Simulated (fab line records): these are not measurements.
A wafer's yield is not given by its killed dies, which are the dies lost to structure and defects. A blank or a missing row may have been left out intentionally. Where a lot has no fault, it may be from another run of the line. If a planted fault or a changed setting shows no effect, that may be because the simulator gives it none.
Chamber matching / flow nand-harc / cmp-04 running NHARC_A_CONTACT_CMP_20: 4 sister chambers
The step polishes, t overpolish 30 s, target thk 300 nm. 14 wafers are shown with their chamber, then 7 later ones without.

## WAFERS PAIRED WITH THEIR CHAMBERS
wafer=L076.2; chamber=2; motor-current-A (A)=13.2; overpolish-run-s (s)=30.007; time-to-endpoint-s (s)=60.2
wafer=L076.3; chamber=1; motor-current-A (A)=12.7; overpolish-run-s (s)=30.020; time-to-endpoint-s (s)=62.6
wafer=L076.4; chamber=0; motor-current-A (A)=10.4; overpolish-run-s (s)=30.007; time-to-endpoint-s (s)=60.6
wafer=L076.1; chamber=3; motor-current-A (A)=13.6; overpolish-run-s (s)=29.986; time-to-endpoint-s (s)=61.2
wafer=L076.5; chamber=1; motor-current-A (A)=13.0; overpolish-run-s (s)=29.993; time-to-endpoint-s (s)=60.4
wafer=L076.6; chamber=0; motor-current-A (A)=10.2; overpolish-run-s (s)=29.985; time-to-endpoint-s (s)=63.2
wafer=L081.2; chamber=2; motor-current-A (A)=12.5; overpolish-run-s (s)=30.002; time-to-endpoint-s (s)=60.2
wafer=L081.3; chamber=3; motor-current-A (A)=12.6; overpolish-run-s (s)=29.986; time-to-endpoint-s (s)=57.5
wafer=L081.4; chamber=0; motor-current-A (A)=10.5; overpolish-run-s (s)=29.995; time-to-endpoint-s (s)=59.2
wafer=L086.1; chamber=1; motor-current-A (A)=12.6; overpolish-run-s (s)=29.997; time-to-endpoint-s (s)=61.9
wafer=L086.4; chamber=2; motor-current-A (A)=12.9; overpolish-run-s (s)=30.011; time-to-endpoint-s (s)=54.3
wafer=L086.5; chamber=1; motor-current-A (A)=12.9; overpolish-run-s (s)=29.997; time-to-endpoint-s (s)=58.6
wafer=L085.2; chamber=3; motor-current-A (A)=13.0; overpolish-run-s (s)=30.008; time-to-endpoint-s (s)=58.9
wafer=L085.4; chamber=1; motor-current-A (A)=12.8; overpolish-run-s (s)=29.996; time-to-endpoint-s (s)=58.3

SIGNATURES, as means of the wafers listed above
reading=motor-current-A; chamber 0=10.367; chamber 1=12.800; chamber 2=12.867; chamber 3=13.067; scatter within a chamber=0.3
reading=overpolish-run-s; chamber 0=29.99567; chamber 1=30.00060; chamber 2=30.00667; chamber 3=29.99333; scatter within a chamber=0.0104
reading=time-to-endpoint-s; chamber 0=61.000; chamber 1=60.360; chamber 2=58.233; chamber 3=59.200; scatter within a chamber=2.31
Rule: distance of a wafer from a chamber = root of the sum over the readings of ((wafer's reading minus chamber's mean) / reading's scatter) squared. If the next closest chamber is less than 2 further off than the closest, the wafer can't be placed; otherwise it belongs to the closest. The scatter: take each reading less its chamber's mean, square it, sum over the shown wafers, divide by the number of wafers less the number of chambers, and take the root.

## WAFERS WITH NO CHAMBER GIVEN
wafer=L085.5; motor-current-A (A)=13.1; overpolish-run-s (s)=29.997; time-to-endpoint-s (s)=55.4
wafer=L087.1; motor-current-A (A)=10.7; overpolish-run-s (s)=30.011; time-to-endpoint-s (s)=58.7
wafer=L087.2; motor-current-A (A)=13.6; overpolish-run-s (s)=30.007; time-to-endpoint-s (s)=59.1
wafer=L087.3; motor-current-A (A)=13.4; overpolish-run-s (s)=30.007; time-to-endpoint-s (s)=59.8
wafer=L090.3; motor-current-A (A)=12.5; overpolish-run-s (s)=29.991; time-to-endpoint-s (s)=63.3
wafer=L090.4; motor-current-A (A)=11.0; overpolish-run-s (s)=29.989; time-to-endpoint-s (s)=60.6
wafer=L090.5; motor-current-A (A)=13.1; overpolish-run-s (s)=29.991; time-to-endpoint-s (s)=60.2

## CHAMBER TAKEN BY EACH
wafer=L085.5; from the rows above=can't be placed: 3 or 2 or 1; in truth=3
wafer=L087.1; from the rows above=0; in truth=0
wafer=L087.2; from the rows above=can't be placed: 3 or 2 or 1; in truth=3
wafer=L087.3; from the rows above=can't be placed: 3 or 2 or 1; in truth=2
wafer=L090.3; from the rows above=can't be placed: 1 or 3 or 2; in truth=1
wafer=L090.4; from the rows above=0; in truth=0
wafer=L090.5; from the rows above=can't be placed: 3 or 1 or 2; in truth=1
Correct placement for 2 of the 7. Unplaceable from these rows: 5, with the true chamber sitting among the candidates in 5. 0 placed wrongly.
